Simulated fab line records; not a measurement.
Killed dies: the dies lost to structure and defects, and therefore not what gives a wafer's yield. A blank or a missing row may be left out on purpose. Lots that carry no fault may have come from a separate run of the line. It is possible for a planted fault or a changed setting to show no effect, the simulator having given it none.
Struck lot and sound lot, side by side -- flow n5-finfet -- 14 out of 1938 route steps
Sound: these wafers, L262.2, L262.4, L262.6. Struck: wafers L257.1, L257.4, L257.6. The cause comes at the end.
Each step with rows lists, per side, the tool, then ch with its chambers, then its first start. Under that, the readings that differ: sound wafers -- struck wafers -- difference of the means -- sigmas: that difference in standard deviations of wafers without a fault.
alike: readings whose means differ by less than 2 such deviations, and words and numbers that are the same on both sides. not compared: withheld readings, readings that some wafer has no value for, bounds like >300 that may hide the same value, and numbers for which the record gives no deviation and whose values overlap.
The two part at a step that has a row with sigmas, a row that says differs or no value, or rows on one side only. Non-overlapping numbers with no deviation appear without sigmas and do not part them. A reading missing from all wafers of one side parts the sides only when that side holds two or more wafers.

first, 3 steps without rows for these wafers: N5_BEOL_M7_EXPOSE_25 (exposes mask V6, target cd 40 nm); N5_BEOL_M7_PEB_26 (peb time 60 s); N5_BEOL_M7_DEVELOP_27 (develop time 30 s).
N5_BEOL_M7_CD_MEAS_28: target cd 40 nm.
  sound on cd-sem-02 ch 0, day 11 18:19; struck on cd-sem-02 ch 0, day 10 14:57
  alike: cd-nm
N5_BEOL_M7_OVL_MEAS_29:
  sound on overlay-01 ch 0, day 11 18:21; struck on overlay-02 ch 0, day 10 14:59
  alike: V6_OVL
N5_BEOL_M7_INSPECT_30: inspects for defects (brightfield).
  sound: defect-inspect-02 at day 11 18:24; struck: defect-inspect-02 at day 10 15:02
  alike: raw-defect-count
N5_BEOL_M7_DESCUM_33: chemistry O2, time 7 s.
  sound on rie-diel-01 ch 1,2,3, day 11 18:26; struck on rie-diel-03 ch 1,3, day 10 15:12
  alike: drypump-motor-current-A, oes-product-au, rf-vpp-V, showerhead-plenum-p-Torr, throttle-valve-pct
  not compared: rf-hours-counter-h
N5_BEOL_M7_ETCH_72: etches underlayer in N2/H2, target depth 6.5 nm, time 5.2 s.
  sound on rie-diel-01 ch 1,2,3, day 11 18:28; struck on rie-diel-03 ch 1,3, day 10 15:14
  alike: drypump-motor-current-A, etch-rf-on-time-s, oes-product-au, rf-fwd-power-W, rf-vpp-V, showerhead-plenum-p-Torr, throttle-valve-pct
  not compared: rf-hours-counter-h
N5_BEOL_M7_ETCH_65: etches SiARC in CF4, target depth 15.6 nm, time 26 s.
  sound on rie-diel-01 ch 1,2,3, day 11 18:29; struck on rie-diel-03 ch 1,3, day 10 15:16
  alike: drypump-motor-current-A, etch-rf-on-time-s, oes-product-au, rf-fwd-power-W, rf-vpp-V, showerhead-plenum-p-Torr, throttle-valve-pct
  not compared: rf-hours-counter-h
N5_BEOL_M7_ETCH_66: etches SOC in N2/H2, target depth 80 nm, overetch 16 nm, time 120 s.
  sound on rie-diel-01 ch 1,2,3, day 11 18:31; struck on rie-diel-03 ch 1,3, day 10 15:17
reading,sound,struck,difference,sigmas
rf-fwd-power-W (W),839.6 834.9 840.2,833.1 832.4 828.3,-7.0,-2
  alike: drypump-motor-current-A, oes-product-au, rf-vpp-V, showerhead-plenum-p-Torr, throttle-valve-pct
  not compared: rf-hours-counter-h
then, 2 steps without rows for these wafers: N5_BEOL_M7_STRIP_69 (strips in N2/H2); N5_BEOL_M7_STRIP_73 (strips in N2/H2).
N5_BEOL_M7_VIA_ETCH_34: etches SiCOH lowk in C4F6/O2, target depth 125.5 nm, time 50.5 s.
  sound on rie-diel-01 ch 1,2,3, day 11 18:37; struck on rie-diel-03 ch 1,3, day 10 15:23
reading,sound,struck,difference,sigmas
rf-fwd-power-W (W),342.7 341.9 342.9,425.7 422.2 420.4,+80.3,+54
rf-vpp-V (V),649 673 661,616 608 608,-50,-4
model.etch.depth-nm (nm),125.1 126.6 130.8,131.6 139.7 139.5,+9.4,
model.SOC_of_BEOL_M7_COAT_63.thk-nm (nm),53.8 54.2 53.8,53.4 53 53,-0.8,
  alike: drypump-motor-current-A, oes-product-au, showerhead-plenum-p-Torr, throttle-valve-pct
  not compared: rf-hours-counter-h
then, 1 step without rows for these wafers: N5_BEOL_M7_STRIP_76 (strips in C4F6/O2).

## WHERE THEY PART
First at N5_BEOL_M7_ETCH_66; last, within this record, at N5_BEOL_M7_VIA_ETCH_34.

WHY: what had been put in by the simulator
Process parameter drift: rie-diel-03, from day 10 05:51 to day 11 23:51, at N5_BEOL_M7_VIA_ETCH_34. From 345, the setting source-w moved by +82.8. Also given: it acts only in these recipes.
